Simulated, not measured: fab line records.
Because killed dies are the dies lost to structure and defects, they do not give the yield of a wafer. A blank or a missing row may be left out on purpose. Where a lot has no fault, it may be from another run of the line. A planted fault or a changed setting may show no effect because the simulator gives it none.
Matching of chambers    flow nand-harc    NHARC_A_M1_PRE_CLEAN_32 on pecvd-02: 3 sister chambers
The step time 12 s. 6 wafers are shown with their chamber, then 10 later ones without.

== WAFERS WITH THEIR CHAMBER ==
wafer   chamber  heater-power-w (W)
L080.6  2        665
L083.3  1        640
L083.5  0        679
L083.6  1        643
L084.2  0        615
L084.5  2        601

== WAFERS WITHOUT THEIR CHAMBER ==
wafer   heater-power-w (W)
L084.6  731
L085.3  697
L085.4  666
L085.5  673
L086.1  619
L086.3  576
L086.6  585
L096.1  716
L096.2  577
L096.5  575

== THE CHAMBER EACH PASSED THROUGH ==
wafer   from the rows above           in truth
L084.6  can't be placed: 0 or 1 or 2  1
L085.3  can't be placed: 0 or 1 or 2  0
L085.4  can't be placed: 0 or 1 or 2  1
L085.5  can't be placed: 0 or 1 or 2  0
L086.1  can't be placed: 2 or 1 or 0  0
L086.3  can't be placed: 2 or 1 or 0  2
L086.6  can't be placed: 2 or 1 or 0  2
L096.1  can't be placed: 0 or 1 or 2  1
L096.2  can't be placed: 2 or 1 or 0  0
L096.5  can't be placed: 2 or 1 or 0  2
0 of 10 placed correctly. Unplaceable from these rows: 10, with the true chamber sitting among the candidates in 10. Number placed wrongly: 0.
How it was worked out, from the rows above alone: a wafer's distance from a chamber is the root of the sum, over the readings, of the square of ((its reading less the chamber's mean) divided by the reading's scatter). The wafer belongs to the nearest chamber; if the next one is less than 2 further off, it can't be placed. For every chamber, the mean is computed from those of its wafers that are shown. The scatter is the square root of a quotient: the sum, over the shown wafers, of each reading's squared deviation from its chamber's mean, divided by wafers minus chambers.
